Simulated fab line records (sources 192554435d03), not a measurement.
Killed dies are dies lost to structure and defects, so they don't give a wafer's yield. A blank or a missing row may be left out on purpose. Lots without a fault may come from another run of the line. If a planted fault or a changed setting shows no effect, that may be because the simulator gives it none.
Split-lot study / flow n5 finfet / route with 1938 steps; 7 lots, 21 wafers read

## ABOUT THE SPLIT
At N5_MOL_CONTACT_COAG_EXPOSE_81 (exposes mask VG, defocus 0 nm), the setting dose mj was moved away from the recipe's 59.5 on 7 of the 21 wafers read, by -6.4% to +7.1%. This setting was run at the recipe's value on the other wafers.

## FROM THE SPLIT TO THE READING: what the file shows between them, 5 steps
- N5_MOL_CONTACT_COAG_PEB_82: peb time 60 s
- N5_MOL_CONTACT_COAG_DEVELOP_83: develop time 30 s
- N5_MOL_CONTACT_COAG_CD_MEAS_84: target cd 25.1 nm
- N5_MOL_CONTACT_COAG_PRECLEAN_144: cleans in alkaline clean, time 60 s
- N5_MOL_CONTACT_COAG_SRD_145: time 30 s

## THE READING
cd nm at N5_MOL_CONTACT_COAG_CD_MEAS_137, given in nm (cd target 16 nm). Fault-free wafers of this fab line usually give 15.9 nm, standard deviation 0.33 nm.

wafer=L080.2; tool, chamber at the split=euv scanner-01, 0; dose mj as run=59.5; against the recipe=recipe; cd nm, nm=15.5; against lot-mates on the recipe=-
wafer=L080.3; tool, chamber at the split=euv scanner-01, 0; dose mj as run=57.37; against the recipe=-3.6%; cd nm, nm=15.2; against lot-mates on the recipe=-0.3
wafer=L080.6; tool, chamber at the split=euv scanner-01, 0; dose mj as run=57.37; against the recipe=-3.6%; cd nm, nm=15.6; against lot-mates on the recipe=+0.1
wafer=L083.4; tool, chamber at the split=euv scanner-01, 0; dose mj as run=59.5; against the recipe=recipe; cd nm, nm=15.8; against lot-mates on the recipe=-
wafer=L083.5; tool, chamber at the split=euv scanner-01, 0; dose mj as run=55.67; against the recipe=-6.4%; cd nm, nm=14.3; against lot-mates on the recipe=-1.7
wafer=L083.6; tool, chamber at the split=euv scanner-01, 0; dose mj as run=59.5; against the recipe=recipe; cd nm, nm=16.1; against lot-mates on the recipe=-
wafer=L084.1; tool, chamber at the split=euv scanner-01, 0; dose mj as run=59.5; against the recipe=recipe; cd nm, nm=16.1; against lot-mates on the recipe=-
wafer=L084.2; tool, chamber at the split=euv scanner-01, 0; dose mj as run=59.5; against the recipe=recipe; cd nm, nm=15.7; against lot-mates on the recipe=-
wafer=L084.4; tool, chamber at the split=euv scanner-01, 0; dose mj as run=59.5; against the recipe=recipe; cd nm, nm=16.3; against lot-mates on the recipe=-
wafer=L085.1; tool, chamber at the split=euv scanner-01, 0; dose mj as run=59.5; against the recipe=recipe; cd nm, nm=16.2; against lot-mates on the recipe=-
wafer=L085.3; tool, chamber at the split=euv scanner-01, 0; dose mj as run=59.5; against the recipe=recipe; cd nm, nm=16.0; against lot-mates on the recipe=-
wafer=L085.4; tool, chamber at the split=euv scanner-01, 0; dose mj as run=56.42; against the recipe=-5.2%; cd nm, nm=14.8; against lot-mates on the recipe=-1.3
wafer=L086.1; tool, chamber at the split=euv scanner-01, 0; dose mj as run=59.5; against the recipe=recipe; cd nm, nm=15.5; against lot-mates on the recipe=-
wafer=L086.2; tool, chamber at the split=euv scanner-01, 0; dose mj as run=63.64; against the recipe=+7.0%; cd nm, nm=17.2; against lot-mates on the recipe=+1.7
wafer=L086.5; tool, chamber at the split=euv scanner-01, 0; dose mj as run=63.64; against the recipe=+7.0%; cd nm, nm=17.5; against lot-mates on the recipe=+2.0
wafer=L088.3; tool, chamber at the split=euv scanner-02, 0; dose mj as run=59.5; against the recipe=recipe; cd nm, nm=15.9; against lot-mates on the recipe=-
wafer=L088.4; tool, chamber at the split=euv scanner-02, 0; dose mj as run=59.5; against the recipe=recipe; cd nm, nm=15.8; against lot-mates on the recipe=-
wafer=L088.6; tool, chamber at the split=euv scanner-02, 0; dose mj as run=59.5; against the recipe=recipe; cd nm, nm=16.2; against lot-mates on the recipe=-
wafer=L092.2; tool, chamber at the split=euv scanner-02, 0; dose mj as run=59.5; against the recipe=recipe; cd nm, nm=15.6; against lot-mates on the recipe=-
wafer=L092.3; tool, chamber at the split=euv scanner-02, 0; dose mj as run=59.5; against the recipe=recipe; cd nm, nm=15.9; against lot-mates on the recipe=-
wafer=L092.5; tool, chamber at the split=euv scanner-02, 0; dose mj as run=63.73; against the recipe=+7.1%; cd nm, nm=17.5; against lot-mates on the recipe=+1.8

THE FIT
A straight line over all 21 wafers: cd nm changes by +0.212 nm for each +1% of dose mj; r = +0.95; the points scatter about the line by 0.25 nm.
The same after taking each lot's own level away (the mean of its wafers on the recipe; 21 wafers): +0.232 nm for each +1%; r = +0.94; scatter 0.29 nm.
Per that fit: largest dose mj move, reading shift of 1.7 nm.
From 15.50 to 16.10 nm: that is the span of the lots' own levels, equal to 1.8 times the standard deviation above.
The two slopes agree, so the slope changes little with the lot-to-lot level.
Check: for one of the wafers moved furthest among these (+7.1%), held out of the fit, the line's prediction against its lot-mates is +1.73 nm. It came out at +1.75 nm against them.

## THE WHOLE CHAIN: every reading that the file lists as answering this split, in the file's order
step=N5_MOL_CONTACT_COAG_CD_MEAS_84; what it does=target cd 25.1 nm; reading=cd nm; change (the file's fit)=+0.187 nm for each +1% of the setting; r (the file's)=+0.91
step=N5_MOL_CONTACT_COAG_CD_MEAS_137; what it does=target cd 16 nm; reading=cd nm; change (the file's fit)=+0.237 nm for each +1% of the setting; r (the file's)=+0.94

## THE FILE'S OWN FIT
cd nm changes by +0.237 nm for each +1% of dose mj, r = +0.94.
